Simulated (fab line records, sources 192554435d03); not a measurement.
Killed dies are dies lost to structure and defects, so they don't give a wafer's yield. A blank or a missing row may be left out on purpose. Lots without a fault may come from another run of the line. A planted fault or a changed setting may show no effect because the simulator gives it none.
Split-lot experiment | flow n5_finfet | 7 lots, 21 wafers read, on a route of 1938 steps

THE SPLIT
At N5_BEOL_M10_COAT_60 (time 60 s, resist thk 30 nm), the setting spin_rpm was moved away from the recipe's 1500 rpm on 6 of the 21 wafers read, by -5.9% to +9.7%. The other wafers ran this setting at the recipe's value.

FROM THE SPLIT TO THE READING: what the file shows between them, 3 steps
- N5_BEOL_M10_COAT_05: resist thk 90 nm
- N5_BEOL_M10_EBR_07
- N5_BEOL_M10_DESCUM_16: chemistry O2, time 7.9 s

THE READING
CAR-ArF_of_BEOL_M10_COAT_05.thk_nm (the simulator's own value, which no gauge read), in nm, at N5_BEOL_M10_ETCH_61 (etches SiARC in CF4, target depth 39 nm, time 65 s). The file gives no usual value for it. The 15 wafers here that ran the recipe average 55.7 nm, standard deviation 0.32 nm.

wafer  | tool, chamber at the split | spin_rpm as run, rpm | against the recipe | CAR-ArF_of_BEOL_M10_COAT_05.thk_nm, nm | against lot-mates on the recipe
L076.1 | litho_track-05, 0          | 1421                 | -5.3%              | 54.8                                   | -1.0
L076.3 | litho_track-05, 0          | 1500                 | recipe             | 55.8                                   | -
L076.5 | litho_track-05, 0          | 1500                 | recipe             | 55.8                                   | -
L080.2 | litho_track-01, 0          | 1443                 | -3.8%              | 55.2                                   | -0.8
L080.4 | litho_track-01, 0          | 1443                 | -3.8%              | 55.4                                   | -0.6
L080.6 | litho_track-01, 0          | 1500                 | recipe             | 56                                     | -
L078.4 | litho_track-05, 0          | 1500                 | recipe             | 55.6                                   | -
L078.5 | litho_track-05, 0          | 1500                 | recipe             | 55.8                                   | -
L078.6 | litho_track-05, 0          | 1500                 | recipe             | 55.6                                   | -
L081.4 | litho_track-01, 0          | 1646                 | +9.7%              | 56.8                                   | +1.6
L081.5 | litho_track-01, 0          | 1646                 | +9.7%              | 56.6                                   | +1.4
L081.6 | litho_track-01, 0          | 1500                 | recipe             | 55.2                                   | -
L084.1 | litho_track-05, 0          | 1412                 | -5.9%              | 55                                     | -0.7
L084.4 | litho_track-05, 0          | 1500                 | recipe             | 55.8                                   | -
L084.6 | litho_track-05, 0          | 1500                 | recipe             | 55.6                                   | -
L086.2 | litho_track-02, 0          | 1500                 | recipe             | 55.8                                   | -
L086.5 | litho_track-02, 0          | 1500                 | recipe             | 56                                     | -
L086.6 | litho_track-02, 0          | 1500                 | recipe             | 56.2                                   | -
L092.2 | litho_track-05, 0          | 1500                 | recipe             | 55                                     | -
L092.3 | litho_track-05, 0          | 1500                 | recipe             | 55.4                                   | -
L092.4 | litho_track-05, 0          | 1500                 | recipe             | 55.2                                   | -

THE FIT
A straight line over all 21 wafers: CAR-ArF_of_BEOL_M10_COAT_05.thk_nm changes by +0.112 nm for each +1% of spin_rpm; r = +0.82; the points scatter about the line by 0.3 nm.
The same after taking each lot's own level away (the mean of its wafers on the recipe; 21 wafers): +0.157 nm for each +1%; r = +0.98; scatter 0.13 nm.
On that fit, the largest move of spin_rpm shifts the reading by 1.5 nm.
The lots' own levels span 55.20 to 56.00 nm, that is 2.5 times the standard deviation above.
So the lot-to-lot level changes the slope: the two fits differ.
Check: with one of the wafers moved furthest among these (+9.7%) left out of the fit, the line predicts +1.46 nm for it against its lot-mates. It came out at +1.6 nm against them.

OTHER SPLITS ON THESE WAFERS
These wafers also went through other splits before the reading. Each is held against what the fit with the lots' levels taken away leaves over:
other split on the same wafers | wafers away from the commonest value | r with CAR-ArF_of_BEOL_M10_COAT_05.thk_nm (lot level and that fit taken away)
N5_BEOL_M9_EXPOSE_25 dose_mj   | 4                                    | -0.21

THE WHOLE CHAIN: every reading that the file lists as answering this split, in the file's order
step                | what it does                                                         | reading                                                                             | change (the file's fit)                                                               | r (the file's)
N5_BEOL_M10_COAT_60 | time 60 s, resist thk 30 nm                                          | SiARC_of_BEOL_M10_COAT_60.thk_nm (the simulator's own value, which no gauge read)   | -0.15 nm for each +1% of the setting                                                  | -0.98
N5_BEOL_M10_ETCH_61 | etches SiARC in CF4, target depth 39 nm, time 65 s                   | etch.depth_nm (the simulator's own value, which no gauge read)                      | -0.151 nm for each +1% of the setting                                                 | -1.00
N5_BEOL_M10_ETCH_61 | etches SiARC in CF4, target depth 39 nm, time 65 s                   | CAR-ArF_of_BEOL_M10_COAT_05.thk_nm (the simulator's own value, which no gauge read) | +0.155 nm for each +1% of the setting                                                 | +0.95
N5_BEOL_M10_ETCH_62 | etches SOC in N2/H2, target depth 110 nm, overetch 22 nm, time 165 s | SiARC_of_BEOL_M10_COAT_60.thk_nm (the simulator's own value, which no gauge read)   | -0.145 nm for each +1% of the setting, in a fit together with time_s@BEOL_M10_ETCH_62 | 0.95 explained

THE FILE'S OWN FIT
CAR-ArF_of_BEOL_M10_COAT_05.thk_nm changes by +0.155 nm for each +1% of spin_rpm, r = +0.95.
